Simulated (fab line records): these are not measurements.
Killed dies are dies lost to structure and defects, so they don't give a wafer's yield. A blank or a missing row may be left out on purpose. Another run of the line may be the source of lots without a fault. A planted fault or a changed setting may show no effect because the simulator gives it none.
fab line records | flow n5-finfet
record lots=6 wafers=18 last-day=20
route steps=1938 shown BEOL_M3@1012 BEOL_M4@1021
lots that met no fault: from a run of the same line without faults
start-h: hours from the record's first day to the start of the lot's first wafer shown | wait-h: time in hours since the lot's previous step | " unchanged from the row above | L1.1+2: a single row standing in for several wafers | - value missing, or start not given | * or withheld: withheld | < > ~ a bound
route shown NAME@n: names a module that has steps shown in the file, with the first one's number in the route | usual: mean and standard deviation over wafers with no fault | same: alike in all rows | chamber/n: place in a boat | sites: readings site by site | _std_site: their standard deviation | _edge_site: inner sites' mean taken away from outer sites' mean | radius-mm: how far each site lies from the wafer's centre | mask NAME#n: copy n | behind: tool/chamber where the wafer was last shaped | hold: reason for holding the lot/hours on hold/outcome of the hold | device: which transistor (n, p or np) failed to switch | end of line: the tests these same wafers got at the end of their route | where a step has no rows: the recipe by itself | killed: dies that structure and defects cost at the first sort, which is not the same as the wafer's yield | map: dies across one wafer; x = killed, . = not, _ = none there
set.NAME: the setting the step ran with; set.NAME@STEP: the setting that earlier step ran with | model.NAME: the simulator's own value behind a step, which no gauge read
lots at selected steps of the route; one table per step, one row per wafer
services: a tool's chamber out of use, with start hour (start-h, from the record's first day; less than 0 if before it), hours out, and reason
## steps
# step N5_BEOL_M3_ANNEAL_51
# recipe temp-c=225 time-s=90 ambient=N2
# step N5_BEOL_M3_CMP_52
# recipe stop-on=SiOC t-overpolish-s=6.8 down-force-psi=1 platen-rpm=50 clearing-platen-down-force-psi=1.5 clearing-platen-rpm=50 post-cmp-clean=cu-alkaline target-thk-nm=40 clearing-platen-pad-velocity-m-s=0.99484 pad-velocity-m-s=0.99484
# usual barrier-field-endpoint-s=24.7/0.66 motor-current-A=6.2/0.72 overpolish-run-s=6.800/0.0089 retaining-ring-pressure-frac=1.000/0.0051 slurry-filter-dp-kPa=13.51/0.12 time-to-endpoint-s=63/3.8
# columns lot.wafer tool chamber start-h wait-h barrier-field-endpoint-s motor-current-A overpolish-run-s retaining-ring-pressure-frac slurry-filter-dp-kPa time-to-endpoint-s
L647.1 cmp-03 1 187.46 0.3 24.5 6.0 6.800 0.992 13.56 65
L647.4 " 2 " " 23.4 6.0 6.785 1.000 13.41 57
L647.2 " 3 " " 25.1 6.2 6.793 1.000 13.35 65
L652.2 cmp-02 2 247.05 0.2 24.6 5.3 6.809 1.010 13.31 64
L652.4 " 3 " " 24.7 6.2 6.801 0.995 13.43 62
L652.5 " 1 " " 25.7 5.8 6.805 1.003 13.42 67
L660.4 cmp-02 0 257.52 0.1 25.0 7.9 6.809 1.000 13.46 65
L660.3 " 2 " " 23.9 5.1 6.805 1.001 13.47 65
L660.5 " 0 " " 23.7 7.7 6.803 1.000 13.33 62
L664.4 cmp-04 3 307.95 0.1 26.3 6.5 6.807 0.999 13.56 70
L664.2 " 0 " " 25.5 5.9 6.804 0.995 13.60 66
L664.6 " 0 " " 25.8 6.1 6.814 0.990 13.50 68
L666.2 cmp-03 1 320.96 0.2 25.3 6.0 6.805 1.003 13.56 65
L666.1 " 3 " " 25.1 6.3 6.809 0.992 13.61 65
L666.3 " 0 " " 23.8 6.8 6.781 0.992 13.56 59
L669.2 cmp-02 1 326.21 0.3 25.4 6.0 6.807 0.998 13.55 63
L669.3 " 2 " " 26.0 5.3 6.814 0.991 13.37 61
L669.5 " 0 " " 25.5 7.5 6.777 0.990 13.39 63
# step N5_BEOL_M3_THK_MEAS_53
# recipe thk-meas-gauge=xrf reads=Cu_of_BEOL_M3_ECD_50
# usual M3_THK=39.9/1.6
# columns lot.wafer tool chamber start-h wait-h M3_THK[nm]
L647.1 film-metro-01 - 187.76 - 40.2
L647.2 " - " " 40.9
L647.4 " - " " 38.5
L652.2 film-metro-02 - 247.31 - 39.3
L652.4 " - " " 37.6
L652.5 " - " " 42.6
L660.3 film-metro-02 - 257.82 - 40.3
L660.4 " - " " 41.4
L660.5 " - " " 39.7
L664.2 film-metro-01 - 308.25 - 40.4
L664.4 " - " " 43.5
L664.6 " - " " 43.8
L666.1 film-metro-02 - 321.25 - 40.9
L666.2 " - " " 40.1
L666.3 " - " " 40.1
L669.2 film-metro-01 - 326.43 - 39.9
L669.3 " - " " 39.6
L669.5 " - " " 40.6
# step N5_BEOL_M3_PRE_CLEAN_60
# recipe gas=NH3/H2 time-s=15 temp-c=* rf-power-w=300
# step N5_BEOL_M3_CO_CAP_55
# recipe material=Co target-thk-a=20 temp-c=200 precursor=CCTBA/H2 pressure-torr=30 time-s=102.1
# usual heater-power-w=229/19
# columns lot.wafer tool chamber start-h wait-h heater-power-w
L647.1 cvd-co-01 1 187.83 0.0 269
L647.2 " 2 " " 218
L647.4 " 2 " " 224
L652.2 cvd-co-02 2 247.43 0.0 213
L652.4 " 0 " " 241
L652.5 " 2 " " 207
L660.3 cvd-co-01 2 257.92 0.0 232
L660.4 " 0 " " 208
L660.5 " 2 " " 225
L664.2 cvd-co-01 2 308.33 0.0 235
L664.4 " 2 " " 223
L664.6 " 1 " " 263
L666.1 cvd-co-02 2 321.33 0.0 205
L666.2 " 1 " " 234
L666.3 " 0 " " 240
L669.2 cvd-co-01 2 326.55 0.0 228
L669.3 " 1 " " 252
L669.5 " 0 " " 212
# step N5_BEOL_M3_PRE_CLEAN_56
# recipe gas=NH3 time-s=15 temp-c=withheld rf-power-w=300
# step N5_BEOL_M3_DEP_57
# recipe material=SiCN target-thk-a=80 temp-c=withheld precursor=3MS/NH3 pressure-torr=3 rf-w=202 time-s=14
# step N5_BEOL_M3_RS_MEAS_58
# recipe thk-meas-gauge=four-point-probe reads=Co_of_BEOL_M3_CO_CAP_55+Cu_of_BEOL_M3_ECD_50+Co_of_BEOL_M3_CVD_47+TaN_of_BEOL_M3_ALD_84
# usual M3_RS=0.67/0.035
# columns lot.wafer tool chamber start-h wait-h M3_RS[ohm/sq]
L647.1 film-metro-02 - 188.02 0.0 0.66
L647.2 " - " " 0.64
L647.4 " - " " 0.70
L652.2 film-metro-02 - 247.64 0.1 0.68
L652.4 " - " " 0.72
L652.5 " - " " 0.61
L660.3 film-metro-02 - 258.10 0.1 0.65
L660.4 " - " " 0.63
L660.5 " - " " 0.67
L664.2 film-metro-02 - 308.51 0.1 0.65
L664.4 " - " " 0.60
L664.6 " - " " 0.59
L666.1 film-metro-02 - 321.54 0.1 0.65
L666.2 " - " " 0.66
L666.3 " - " " 0.66
L669.2 film-metro-02 - 326.73 0.1 0.67
L669.3 " - " " 0.68
L669.5 " - " " 0.65
# step N5_BEOL_M3_INSPECT_59
# recipe inspect-instrument=darkfield mode=post-dep
# usual raw-defect-count=69/19
# columns lot.wafer tool chamber start-h wait-h raw-defect-count
L647.1 defect-inspect-02 - 188.05 0.0 59
L647.2 " - " " 76
L647.4 " - " " 106
L652.2 defect-inspect-02 - 247.67 0.0 92
L652.4 " - " " 62
L652.5 " - " " 55
L660.3 defect-inspect-02 - 258.13 0.0 75
L660.4 " - " " 68
L660.5 " - " " 110
L664.2 defect-inspect-01 - 308.54 0.0 67
L664.4 " - " " 53
L664.6 " - " " 59
L666.1 defect-inspect-01 - 321.57 0.0 57
L666.2 " - " " 51
L666.3 " - " " 64
L669.2 defect-inspect-02 - 326.76 0.0 78
L669.3 " - " " 76
L669.5 " - " " 95
# step N5_BEOL_M4_ILD_DEP_00
# recipe material=SiOC target-thk-a=790 temp-c=350 precursor=DEMS/O2 pressure-torr=5 rf-w=500 time-s=15.3
# usual chamber-pressure-Torr=5.001/0.01 heater-power-outer-w=331/60 heater-power-w=586/100 rf-fwd-power-W=492.8/2.8 showerhead-plenum-p-Torr=5.698/0.019 throttle-valve-pct=12.2/1
# columns lot.wafer tool chamber start-h wait-h chamber-pressure-Torr heater-power-outer-w heater-power-w rf-fwd-power-W showerhead-plenum-p-Torr throttle-valve-pct
L647.1 pecvd-03 2 188.08 0.0 4.994 364 648 491.2 5.680 11.6
L647.2 " 0 " " 5.022 342 564 494.9 5.696 13.4
L647.4 " 1 " " 4.999 317 516 491.6 5.700 11.5
L652.2 pecvd-04 0 247.70 0.0 4.997 276 495 493.8 5.706 12.3
L652.4 " 0 " " 4.996 283 492 494.0 5.708 12.2
L652.5 " 2 " " 5.004 268 501 499.0 5.668 11.7
L660.3 pecvd-04 2 258.17 0.0 5.025 255 464 497.7 5.652 11.7
L660.4 " 1 " " 5.008 236 469 493.8 5.701 14.7
L660.5 " 0 " " 5.013 272 475 492.3 5.721 12.1
L664.2 pecvd-03 2 308.57 0.0 4.992 432 787 489.3 5.697 12.0
L664.4 " 1 " " 4.994 317 520 493.6 5.716 11.4
L664.6 " 2 " " 5.006 334 638 489.0 5.680 11.8
L666.1 pecvd-03 2 321.60 0.0 5.015 366 683 489.7 5.687 11.8
L666.2 " 1 " " 4.965 273 455 487.8 5.707 11.3
L666.3 " 1 " " 4.984 284 450 489.2 5.725 11.6
L669.2 pecvd-03 1 326.80 0.0 5.001 315 507 489.0 5.720 11.6
L669.3 " 2 " " 4.991 344 633 488.8 5.677 11.9
L669.5 " 2 " " 5.007 351 643 490.2 5.662 11.6
# step N5_BEOL_M4_THK_MEAS_01
# recipe reads=SiOC_of_BEOL_M4_ILD_DEP_00
# usual M4_ILD_THK=79.0/1.2
# columns lot.wafer tool chamber start-h wait-h M4_ILD_THK[nm]
L647.1 film-metro-02 - 188.15 0.0 78.4
L647.2 " - " " 79.4
L647.4 " - " " 78.6
L652.2 film-metro-01 - 247.79 0.1 79.6
L652.4 " - " " 80.8
L652.5 " - " " 80.8
L660.3 film-metro-02 - 258.23 0.1 79.8
L660.4 " - " " 79.6
L660.5 " - " " 80.4
L664.2 film-metro-01 - 308.66 0.1 77.9
L664.4 " - " " 79.8
L664.6 " - " " 78.7
L666.1 film-metro-02 - 321.69 0.1 77.5
L666.2 " - " " 78.1
L666.3 " - " " 78.7
L669.2 film-metro-02 - 326.88 0.1 77.7
L669.3 " - " " 79.3
L669.5 " - " " 78.2
# step N5_BEOL_M4_PECVD_72
# recipe material=SiO2 target-thk-a=160 temp-c=400 precursor=TEOS/O2 pressure-torr=5.5 rf-w=450 teos-flow-sccm=53.8 gas=O2 flow-sccm=3000 time-s=18
# usual heater-power-w=813/99 rf-fwd-power-W=444.5/2.3 showerhead-plenum-p-Torr=8.81/0.081 throttle-valve-pct=23.1/2.2
# columns lot.wafer tool chamber start-h wait-h heater-power-w rf-fwd-power-W showerhead-plenum-p-Torr throttle-valve-pct
L647.1 pecvd-04 1 188.19 0.0 688 442.0 8.77 27.7
L647.2 " 2 " " 855 447.7 8.65 21.6
L647.4 " 2 " " 846 446.3 8.65 21.6
L652.2 pecvd-03 1 247.83 0.0 725 443.7 8.86 21.5
L652.4 " 1 " " 708 443.1 8.83 21.6
L652.5 " 0 " " 891 444.5 8.85 25.9
L660.3 pecvd-02 1 258.27 0.0 776 447.7 8.75 23.3
L660.4 " 1 " " 796 445.4 8.78 23.1
L660.5 " 0 " " 928 447.2 8.86 22.6
L664.2 pecvd-03 2 308.69 0.0 984 441.0 8.70 22.3
L664.4 " 2 " " 947 442.3 8.69 22.4
L664.6 " 2 " " 972 441.3 8.70 22.0
L666.1 pecvd-02 2 321.72 0.0 840 446.1 8.85 19.9
L666.2 " 0 " " 883 446.4 8.87 22.6
L666.3 " 0 " " 851 446.8 8.87 22.8
L669.2 pecvd-02 1 326.92 0.0 838 443.6 8.77 23.4
L669.3 " 0 " " 931 443.2 8.86 23.0
L669.5 " 2 " " 784 445.0 8.84 20.0
# step N5_BEOL_M4_HM_DEP_02
# recipe material=TiN target-thk-a=200 temp-c=25 chamber-pressure-pa=0.49996
# usual chamber-pressure-pa=0.4997/0.0011 substrate-temp-c=25.01/0.11 throttle-valve-pct=29.6/0.9
# columns lot.wafer tool chamber start-h wait-h chamber-pressure-pa substrate-temp-c throttle-valve-pct
L647.1 pvd-sputter-03 - 188.80 0.6 0.5000 24.76 28.7
L647.2 " - " " 0.5014 25.08 29.1
L647.4 " - " " 0.4990 25.04 31.2
L652.2 pvd-sputter-01 - 249.67 1.8 0.4986 25.15 30.6
L652.4 " - " " 0.4985 25.11 28.7
L652.5 " - " " 0.4978 25.01 28.8
L660.3 pvd-sputter-02 - 260.26 2.0 0.5008 24.98 29.2
L660.4 " - " " 0.4989 25.00 29.0
L660.5 " - " " 0.5008 25.11 30.4
L664.2 pvd-sputter-03 - 312.75 4.0 - - -
L664.4 " - " " - - -
L664.6 " - " " - - -
L666.1 pvd-sputter-02 - 322.42 0.7 - - -
L666.2 " - " " - - -
L666.3 " - " " - - -
L669.2 pvd-sputter-03 - 328.79 1.9 0.5002 25.02 28.5
L669.3 " - " " 0.4973 25.08 29.9
L669.5 " - " " 0.4985 24.92 31.1
# step N5_BEOL_M4_COAT_61
# recipe resist=SOC temp-c=250 time-s=60 spin-rpm=1500 resist-thk-nm=60
# step N5_BEOL_M4_COAT_62
# recipe resist=SiARC temp-c=220 time-s=60 spin-rpm=1500 resist-thk-nm=12
# step N5_BEOL_M4_COAT_73
# recipe resist=underlayer temp-c=205 time-s=60 spin-rpm=1500 resist-thk-nm=5
# step N5_BEOL_M4_COAT_05
# recipe resist=CAR-EUV spin-rpm=1500 resist-thk-nm=30
# step N5_BEOL_M4_EBR_07
# recipe solvent=PGMEA ebr-width-mm=1.5
# step N5_BEOL_M4_SOFTBAKE_06
# recipe temp-c=110 time-s=60 resist=CAR-EUV
# step N5_BEOL_M4_EXPOSE_08
# recipe mask-id=M4 na=0.33 source-shape=dipole sigma-inner=0.369 sigma-outer=0.767 polarization=unpolarized dose-mj=41.25
# step N5_BEOL_M4_PEB_09
# recipe peb-temp-c=100 peb-time-s=60 resist=CAR-EUV
# step N5_BEOL_M4_DEVELOP_10
# recipe develop-time-s=30 developer=TMAH resist=CAR-EUV rinse-liquid=surfactant-rinse dry=air-spin dev-temp-c=23
# step N5_BEOL_M4_CD_MEAS_11
# recipe target-cd-nm=16.79 landing-energy-ev=500 detector=se-inlens polarity=opening
# usual cd-nm=16.81/0.24
# columns lot.wafer tool chamber start-h wait-h cd-nm
L647.1 cd-sem-02 0 189.23 - 16.64
L647.2 " 0 " " 16.82
L647.4 " 0 " " 16.94
L652.2 cd-sem-03 0 250.07 - 16.42
L652.4 " 0 " " 16.67
L652.5 " 0 " " 16.55
L660.3 cd-sem-02 0 260.78 - 16.28
L660.4 " 0 " " 16.59
L660.5 " 0 " " 16.84
L664.2 cd-sem-02 0 313.14 - 17.10
L664.4 " 0 " " 17.18
L664.6 " 0 " " 16.69
L666.1 cd-sem-03 0 322.96 - 16.58
L666.2 " 0 " " 17.33
L666.3 " 0 " " 16.73
L669.2 cd-sem-02 0 329.31 - 16.59
L669.3 " 0 " " 17.25
L669.5 " 0 " " 17.01
# step N5_BEOL_M4_OVL_MEAS_12
# recipe points-per-wafer=522
# usual M4_OVL=0.3/0.71
# columns lot.wafer tool chamber start-h wait-h M4_OVL[nm]
L647.1 overlay-01 0 189.26 0.0 0.4
L647.2 " 0 " " 0.1
L647.4 " 0 " " 0.3
L652.2 overlay-01 0 250.10 0.0 -0.5
L652.4 " 0 " " -0.2
L652.5 " 0 " " -0.3
L660.3 overlay-01 0 260.82 0.0 0.4
L660.4 " 0 " " 1.4
L660.5 " 0 " " 0.9
L664.2 overlay-02 0 313.18 0.0 -0.7
L664.4 " 0 " " -0.2
L664.6 " 0 " " -1.0
L666.1 overlay-01 0 322.99 0.0 1.6
L666.2 " 0 " " 0.3
L666.3 " 0 " " 0.5
L669.2 overlay-02 0 329.35 0.0 0.0
L669.3 " 0 " " -0.7
L669.5 " 0 " " -1.0
# step N5_BEOL_M4_INSPECT_13
# recipe mode=adi inspect-instrument=brightfield
# usual raw-defect-count=432/97
# columns lot.wafer tool chamber start-h wait-h raw-defect-count
L647.1 defect-inspect-02 - 189.32 0.1 565
L647.2 " - " " 408
L647.4 " - " " 524
L652.2 defect-inspect-02 - 250.16 0.0 342
L652.4 " - " " 347
L652.5 " - " " 313
L660.3 defect-inspect-02 - 260.87 0.0 503
L660.4 " - " " 521
L660.5 " - " " 637
L664.2 defect-inspect-02 - 313.23 0.0 206
L664.4 " - " " 277
L664.6 " - " " 260
L666.1 defect-inspect-02 - 323.04 0.1 286
L666.2 " - " " 167
L666.3 " - " " 265
L669.2 defect-inspect-02 - 329.40 0.0 465
L669.3 " - " " 344
L669.5 " - " " 592
# step N5_BEOL_M4_DESCUM_16
# recipe chemistry=O2 time-s=7 source-power-w=50 bias-power-w=20 pressure-mtorr=20 rf-frequency-hz=2.712e+07 temp-c=40 resist=CAR-EUV o2-flow-sccm=225
# step N5_BEOL_M4_ETCH_74
# recipe chemistry=N2/H2 target=underlayer target-depth-a=65 mask-material=CAR-EUV time-s=5.2 ion-energy-ev=200 pressure-mtorr=30 source-w=840 bias-w=150 n2-flow-sccm=200 h2-flow-sccm=200 ends=cleared
# step N5_BEOL_M4_ETCH_63
# recipe chemistry=CF4 target=SiARC target-depth-a=156 mask-material=CAR-EUV time-s=26 ion-energy-ev=80 pressure-mtorr=40 source-w=545 bias-w=36 Ar_flow_sccm=100 cf4-flow-sccm=100 ends=cleared
# usual bias-w=35.99/0.12 drypump-motor-current-A=5.6/0.43 etch-rf-on-time-s=25.8/0.82 oes-product-au=0.66/0.071 rf-fwd-power-W=531.8/1.6 rf-vpp-V=183.9/1.2 showerhead-plenum-p-Torr=2.13/0.077 throttle-valve-pct=15.64/0.24
# columns lot.wafer tool chamber start-h wait-h bias-w drypump-motor-current-A etch-rf-on-time-s oes-product-au rf-fwd-power-W rf-hours-counter-h rf-vpp-V showerhead-plenum-p-Torr throttle-valve-pct
L647.1 rie-diel-01 3 189.41 0.0 35.98 5.0 26.3 0.66 532.2 139 182.6 2.06 15.72
L647.2 " 2 " " 36.01 5.1 25.6 0.61 531.4 203 185.5 2.11 15.70
L647.4 " 1 " " 36.09 5.8 27.1 0.66 532.6 113 185.9 2.25 15.40
L652.2 rie-diel-04 3 250.24 0.0 35.67 5.5 24.3 0.67 532.5 167 183.8 2.05 15.65
L652.4 " 0 " " 36.05 5.8 26.4 0.64 529.9 151 183.3 2.12 15.19
L652.5 " 3 " " 35.72 5.5 24.4 0.66 530.0 - 183.8 2.05 15.62
L660.3 rie-diel-05 2 261.81 0.0 36.01 5.3 26.9 0.57 534.0 246 183.7 2.20 15.79
L660.4 " 0 " " 36.02 5.1 25.9 0.62 530.3 - 181.3 2.03 15.49
L660.5 " 2 " " 36.02 5.2 26.7 0.57 529.8 - 185.3 2.20 15.80
L664.2 rie-diel-01 2 313.32 0.0 36.06 5.1 26.2 0.59 533.5 250 184.0 2.09 15.79
L664.4 " 0 " " 35.97 6.3 25.3 0.79 529.0 - 184.0 2.19 15.38
L664.6 " 2 " " 36.09 5.1 26.1 0.58 531.5 - 183.9 2.09 15.80
L666.1 rie-diel-05 2 323.20 0.0 36.06 5.3 25.7 0.78 532.1 17 185.0 2.19 15.38
L666.2 " 1 " " 35.98 6.1 25.6 0.63 528.4 178 183.4 2.11 15.87
L666.3 " 3 " " 36.08 5.4 25.1 0.80 530.5 25 187.1 2.29 15.17
L669.2 rie-diel-01 1 329.49 0.0 36.25 5.8 27.1 0.63 533.5 166 184.9 2.23 15.53
L669.3 " 0 " " 35.94 6.2 25.1 0.78 532.5 30 184.9 2.19 15.39
L669.5 " 0 " " 35.99 6.2 24.8 0.78 533.1 - 182.9 2.19 15.40
# step N5_BEOL_M4_ETCH_64
# recipe chemistry=N2/H2 target=SOC target-depth-a=750 overetch-a=225 mask-material=SiARC temp-c=40 time-s=121.9 ion-energy-ev=200 pressure-mtorr=30 source-w=840 bias-w=150 n2-flow-sccm=200 h2-flow-sccm=200
# step N5_BEOL_M4_STRIP_65
# recipe chemistry=N2/H2 temp-c=40 n2-flow-sccm=200 h2-flow-sccm=200 rf-frequency-hz=6e+07
# step N5_BEOL_M4_STRIP_75
# recipe chemistry=N2/H2 temp-c=40 n2-flow-sccm=200 h2-flow-sccm=200 rf-frequency-hz=6e+07
# step N5_BEOL_M4_STRIP_66
# recipe chemistry=CF4 resist=SiARC power-w=300 bias-power-w=75 pressure-mtorr=50 cf4-flow-sccm=150 rf-frequency-hz=6e+07
# step N5_BEOL_M4_HM_OPEN_17
# recipe chemistry=Cl2/BCl3 target-depth-a=200 overetch-a=60 target=TiN mask-material=SOC ion-energy-ev=150 pressure-mtorr=10 icp-w=1000 bias-w=126 Cl2_flow_sccm=53.25 bcl3-flow-sccm=21.75 Ar_flow_sccm=25
# usual bias-w=126.1/0.38 drypump-motor-current-A=5.65/0.15 oes-product-au=0.70/0.073 rf-fwd-power-W=992/3.6 throttle-valve-pct=22.18/0.26
# columns lot.wafer tool chamber start-h wait-h bias-w drypump-motor-current-A oes-product-au rf-fwd-power-W rf-hours-counter-h throttle-valve-pct model.etch.depth-nm
L647.1 rie-metal-01 1 189.61 0.0 126.4 5.85 0.77 996 6 22.48 19.81
L647.2 " 0 " " 126.2 5.70 0.77 993 9 22.26 19.57
L647.4 " 0 " " 125.5 5.72 0.77 986 - 22.24 19.8
L652.2 rie-metal-03 0 250.44 0.0 126.4 5.72 0.53 997 122 22.64 20.03
L652.4 " 0 " " 126.3 5.71 0.53 996 - 22.63 20.02
L652.5 " 1 " " 125.4 5.71 0.77 988 - 22.17 19.98
L660.3 rie-metal-02 1 262.04 0.1 125.6 5.34 0.70 992 - 22.09 19.85
L660.4 " 0 " " 125.6 5.67 0.69 993 - 21.86 20.24
L660.5 " 1 " " 125.9 5.34 0.70 995 - 22.10 19.69
L664.2 rie-metal-02 0 313.52 0.0 125.9 5.65 0.29 986 45 22.53 0
L664.4 " 1 " " 126.3 5.36 0.30 993 - 22.75 0
L664.6 " 1 " " 126.2 5.39 0.30 992 - 22.76 0
L666.1 rie-metal-01 1 323.41 0.0 126.1 5.84 0.32 994 18 23.16 0
L666.2 " 0 " " 125.5 5.76 0.32 988 21 22.95 0
L666.3 " 0 " " 125.5 5.73 0.32 994 - 22.92 0
L669.2 rie-metal-02 1 329.69 0.0 125.8 5.36 0.68 996 39 22.12 19.62
L669.3 " 1 " " 126.4 5.34 0.67 991 - 22.13 19.37
L669.5 " 1 " " 126.3 5.34 0.67 992 - 22.15 19.2
# step N5_BEOL_M4_STRIP_19
# recipe chemistry=O2 power-w=400 temp-c=40 pressure-mtorr=30 rf-frequency-hz=6e+07 bias-power-w=0 overash-fraction=0.2 o2-flow-sccm=225
# step N5_BEOL_M4_CD_MEAS_18
# recipe pitch-nm=36 target-cd-nm=18
# usual cd-nm=18.1/0.47
# columns lot.wafer tool chamber start-h wait-h cd-nm
L647.1 cd-sem-02 - 189.79 0.0 17.6
L647.2 " - " " 18.8
L647.4 " - " " 17.6
L652.2 cd-sem-01 - 250.63 0.1 17.6
L652.4 " - " " 18.2
L652.5 " - " " 18.1
L660.3 cd-sem-01 - 262.23 0.1 17.6
L660.4 " - " " 17.8
L660.5 " - " " 18.3
L664.2 cd-sem-03 - 313.70 0.1 -
L664.4 " - " " -
L664.6 " - " " -
L666.1 cd-sem-03 - 323.61 0.0 -
L666.2 " - " " -
L666.3 " - " " -
L669.2 cd-sem-03 - 329.95 0.1 17.5
L669.3 " - " " 18.7
L669.5 " - " " 18.8
# step N5_BEOL_M4_COAT_67
# recipe resist=SOC temp-c=250 time-s=60 spin-rpm=1500 resist-thk-nm=60
# step N5_BEOL_M4_RC_MEAS_101
# usual DIBL_N=36.5/2.1 DIBL_P=36.6/2.6 IOFF_N=0.17/0.044 IOFF_P=0.21/0.048 ION_N=674/17 ION_P=462/9.5 SS_N=71.6/0.77 SS_P=73.5/0.72 VT_N=250/4.2 VT_P=-250/3.9
# columns lot.wafer tool chamber start-h wait-h DIBL_N[mV/V] DIBL_P[mV/V] IOFF_N[nA/um] IOFF_P[nA/um] ION_N[uA/um] ION_P[uA/um] SS_N[mV/dec] SS_P[mV/dec] VT_N[mV] VT_P[mV]
L647.1 prober-02 0 217.64 0.0 35.5 35.5 0.13 0.20 673 468 70.1 73.9 253 -251
L647.2 " 0 " " 41.8 43.6 0.26 0.34 695 474 72.9 76.0 244 -245
L647.4 " 0 " " 40.1 40.4 0.21 0.30 674 469 71.7 74.8 251 -246
L652.2 prober-01 0 261.78 0.2 37.4 37.6 0.17 0.22 686 465 71.9 73.7 252 -250
L652.4 " 0 " " 34.7 35.0 0.13 0.18 672 464 71.1 72.8 255 -255
L652.5 " 0 " " 34.6 34.2 0.12 0.16 662 450 71.6 73.3 257 -254
L660.3 prober-02 0 278.24 0.3 33.7 33.3 0.11 0.16 637 446 70.9 72.8 257 -258
L660.4 " 0 " " 40.4 39.2 0.28 0.24 678 456 73.8 74.6 247 -252
L660.5 " 0 " " 36.2 33.4 0.16 0.16 656 443 73.5 72.9 258 -256
L669.2 prober-01 0 349.58 0.2 35.7 35.2 0.14 0.15 662 452 71.3 72.9 256 -257
L669.3 " 0 " " 35.8 36.3 0.14 0.18 667 459 70.6 72.9 254 -253
L669.5 " 0 " " 33.6 35.2 0.10 0.16 652 458 70.4 73.0 256 -254
## services
# columns tool chamber start-h hours kind
cvd-co-02 1 164.16 4.1 repair
rie-diel-01 2 171.91 16.9 repair
cmp-02 - 173.39 1.6 repair
pecvd-02 - 189.15 0.8 pm
rie-metal-01 - 193.38 14.6 pm
cmp-03 - 204.67 4.0 pm
pecvd-02 1 206.22 2.9 repair
cmp-03 - 216.66 0.9 repair
cmp-02 - 216.81 1.2 repair
rie-metal-02 1 225.03 36.0 repair
pecvd-03 1 226.92 4.8 repair
cmp-02 - 231.63 10.3 pm
cvd-co-02 2 240.71 4.8 repair
cvd-co-01 0 243.52 11.4 repair
cmp-03 - 244.00 1.0 repair
pecvd-03 - 255.03 14.6 pm
cmp-02 - 259.41 4.0 pm
pecvd-02 - 270.32 28.1 pm
cvd-co-02 - 285.01 2.8 pm
cmp-02 - 289.59 4.6 pm
pecvd-03 0 307.10 28.4 repair
rie-diel-01 1 313.20 6.2 repair
cmp-02 - 321.72 0.3 repair
cmp-02 - 328.59 0.6 repair
## key
first-sign step=N5_BEOL_M4_HM_DEP_02 reading=tool-record direction=missing
effect step=N5_BEOL_M4_HM_OPEN_17 reading=oes-product-au direction=down sigmas=5.3 usual=0.70 struck=0.31
effect step=N5_BEOL_M4_CD_MEAS_18 reading=cd-nm direction=missing
model-effect step=N5_BEOL_M4_HM_OPEN_17 value=etch.depth-nm without=19.82 struck=0
met-at N5_BEOL_M4_HM_DEP_02
struck-wafers L664.2,L664.4,L664.6,L666.1,L666.2,L666.3
later-rows-left-out L664.2,L664.4,L664.6,L666.1,L666.2,L666.3
sort-left-out L664.2,L664.4,L664.6,L666.1,L666.2,L666.3
onset-between 260.26 312.75
fault kind=skipped-step-whole tool=pvd-sputter-02,pvd-sputter-03 chamber=- onset-h=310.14 steps=N5_BEOL_M4_HM_DEP_02 scope=struck-lots-only
# sort-left-out: the simulated sort isn't trusted on such a fault, so these wafers' sort isn't shown, and their yield isn't known
# later-rows-left-out: the simulator's readings of these wafers behind a module that went badly wrong aren't trusted and aren't shown, but for the sort
